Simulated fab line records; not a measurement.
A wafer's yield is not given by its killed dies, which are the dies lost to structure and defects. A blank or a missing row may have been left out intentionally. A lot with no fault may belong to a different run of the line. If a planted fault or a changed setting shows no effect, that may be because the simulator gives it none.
Which tool was responsible? ; flow n5-finfet ; Sampling: 10 lots, 30 wafers, 4 of 1938 route steps

WHAT THE GAUGES READ, wafer by wafer
The record lacks any reading of a measuring or inspecting step that a usual standard deviation could be used to judge.

WHICH TOOL RAN EACH LOT (tool, then ch and the chambers of the sampled wafers, then the start)
lot;N5_BEOL_M4_CO_CAP_55;N5_BEOL_M5_EXPOSE_08;N5_BEOL_M5_DESCUM_16;N5_BEOL_M5_ETCH_62
L616;cvd-co-01 ch 0,1,2, day 8 00:00;euv-scanner-01 ch 0, day 8 03:14;rie-diel-06 ch 2,3, day 8 03:29;rie-diel-06 ch 2,3, day 8 03:34
L620;cvd-co-01 ch 0,1, day 8 20:47;euv-scanner-02 ch 0, day 8 23:40;rie-diel-06 ch 0,1,2, day 8 23:55;rie-diel-06 ch 0,1,2, day 9 00:00
L621;cvd-co-01 ch 0,2, day 8 23:38;euv-scanner-01 ch 0, day 9 03:04;rie-diel-06 ch 0,1,2, day 9 03:47;rie-diel-06 ch 0,1,2, day 9 03:52
L622;cvd-co-02 ch 0,1,2, day 9 03:10;euv-scanner-02 ch 0, day 9 06:06;rie-diel-06 ch 0,1,2, day 9 06:20;rie-diel-06 ch 0,1,2, day 9 06:25
L623;cvd-co-02 ch 0,1,2, day 9 14:18;euv-scanner-02 ch 0, day 9 16:35;rie-diel-06 ch 0,1, day 9 16:49;rie-diel-06 ch 0,1, day 9 16:53
L626;cvd-co-02 ch 0,2, day 10 02:50;euv-scanner-02 ch 0, day 10 05:05;rie-diel-01 ch 0,1,2, day 10 05:20;rie-diel-01 ch 0,1,2, day 10 05:25
L631;cvd-co-01 ch 0,1,2, day 11 07:38;euv-scanner-02 ch 0, day 11 12:22;rie-diel-02 ch 1,2,3, day 11 12:37;rie-diel-02 ch 1,2,3, day 11 12:42
L630;cvd-co-02 ch 0,2, day 12 02:46;euv-scanner-02 ch 0, day 12 07:43;rie-diel-01 ch 1,2, day 12 07:58;rie-diel-01 ch 1,2, day 12 08:03
L636;cvd-co-02 ch 0,1, day 13 13:51;euv-scanner-01 ch 0, day 13 16:32;rie-diel-06 ch 0,1, day 13 16:47;rie-diel-06 ch 0,1, day 13 16:52
L639;cvd-co-01 ch 0,1,2, day 13 19:52;euv-scanner-01 ch 0, day 14 01:01;rie-diel-02 ch 0,2,3, day 14 01:16;rie-diel-02 ch 0,2,3, day 14 01:20
- N5_BEOL_M4_CO_CAP_55: material Co, precursor CCTBA/H2, target thk 2 nm, time 102.1 s.
- N5_BEOL_M5_EXPOSE_08: exposes mask M5, target cd 28 nm.
- N5_BEOL_M5_DESCUM_16: chemistry O2, time 7 s.
- N5_BEOL_M5_ETCH_62: etches SOC in N2/H2, target depth 75 nm, overetch 15 nm, time 112.5 s.

AS READ BY THE TOOLS THEMSELVES (means over the sampled wafers that have a number; for cases with no such wafer, the mark the record gives instead)
N5_BEOL_M4_CO_CAP_55.
lot;tool;heater-power-w (W)
L616;cvd-co-01;226
L620;cvd-co-01;237
L621;cvd-co-01;218
L622;cvd-co-02;242
L623;cvd-co-02;248
L626;cvd-co-02;259
L631;cvd-co-01;233
L630;cvd-co-02;280
L636;cvd-co-02;242
L639;cvd-co-01;231

N5_BEOL_M5_EXPOSE_08.
lot;tool;exposure-dose-mJ-cm2
L616;euv-scanner-01;35.74
L620;euv-scanner-02;35.74
L621;euv-scanner-01;35.71
L622;euv-scanner-02;35.74
L623;euv-scanner-02;35.78
L626;euv-scanner-02;35.70
L631;euv-scanner-02;36.94
L630;euv-scanner-02;36.68
L636;euv-scanner-01;35.71
L639;euv-scanner-01;35.75

N5_BEOL_M5_DESCUM_16.
lot;tool;chamber-pressure-mTorr (mTorr);drypump-motor-current-A (A);oes-product-au (a.u.);rf-vpp-V (V);showerhead-plenum-p-Torr (Torr);throttle-valve-pct (%)
L616;rie-diel-06;19.994;5.73;0.82;245.1;2.21;20.15
L620;rie-diel-06;19.986;5.49;0.70;244.1;2.10;20.47
L621;rie-diel-06;20.010;5.50;0.70;243.4;2.10;20.48
L622;rie-diel-06;19.998;5.50;0.70;243.3;2.10;20.46
L623;rie-diel-06;19.998;5.64;0.68;242.8;2.06;20.59
L626;rie-diel-01;19.993;5.55;0.80;243.2;2.10;20.51
L631;rie-diel-02;20.008;5.60;0.79;241.7;2.05;20.33
L630;rie-diel-01;20.005;5.57;0.95;243.1;2.15;20.20
L636;rie-diel-06;19.994;5.46;0.76;242.2;2.05;20.50
L639;rie-diel-02;19.985;5.42;0.81;243.0;2.08;20.29

N5_BEOL_M5_ETCH_62.
lot;tool;chamber-pressure-mTorr (mTorr);drypump-motor-current-A (A);oes-product-au (a.u.);rf-vpp-V (V);showerhead-plenum-p-Torr (Torr);throttle-valve-pct (%)
L616;rie-diel-06;29.983;5.74;0.65;526.6;2.67;17.49
L620;rie-diel-06;29.988;5.49;0.56;523.7;2.56;17.95
L621;rie-diel-06;30.001;5.53;0.56;524.4;2.56;17.94
L622;rie-diel-06;30.009;5.50;0.56;524.4;2.56;17.95
L623;rie-diel-06;29.991;5.62;0.55;522.1;2.51;18.03
L626;rie-diel-01;30.001;5.56;0.63;523.6;2.54;17.81
L631;rie-diel-02;29.991;5.61;0.63;522.9;2.49;17.66
L630;rie-diel-01;29.985;5.60;0.74;526.3;2.60;17.50
L636;rie-diel-06;30.006;5.48;0.61;523.1;2.50;17.89
L639;rie-diel-02;30.005;5.44;0.64;523.5;2.52;17.63

THE ANSWER, worked out from the rows above alone
Rule: usual is defined by the lots themselves. The widest of any qualifying gaps counts: lots, ordered by their means at a reading, are off when they make up no more than a third of the lots, leave a main group of 4 or more, and stand apart from it by 3 or more times the standard deviation of that group's means. A main group is skipped when, at the precision printed for the reading in the tables above, its means are all equal. A lot without any number at a reading at which 4 lots or more have one is off too. The other lots that the step has rows for count as sound. After the gauges, taken in route order, come the tools' own readings; for these a lot's mean is taken, as printed above. At the first step where some lot is off, the reading lying furthest off is the one used; lots without a number count as furthest.
Off: L631, L630 (N5_BEOL_M5_EXPOSE_08, exposure-dose-mJ-cm2). The main group: mean 35.73, standard deviation 0.024.
A tool fits if, at that step or a process step before it, it ran every lot that is off, and no sound lot after the first of them. One fits: N5_BEOL_M5_EXPOSE_08 on euv-scanner-02. Its last sound lot is L626 (day 10 05:05), its first lot that is off L631 (day 11 12:22): a fault that began between those two fits.
The tool's own readings at N5_BEOL_M5_EXPOSE_08 bear it out: on the lots that are off they differ by more than 5 times the standard deviation of the sound lots' means. exposure-dose-mJ-cm2 reads 36.81 there against 35.73 on the sound lots.

WHAT THE SIMULATOR PUT IN
Process parameter drift: euv-scanner-02, from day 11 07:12 on, at N5_BEOL_M5_EXPOSE_08. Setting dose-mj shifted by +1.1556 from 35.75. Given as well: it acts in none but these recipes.
Lots struck among those shown: L631, L630. The same result came from the rule above.
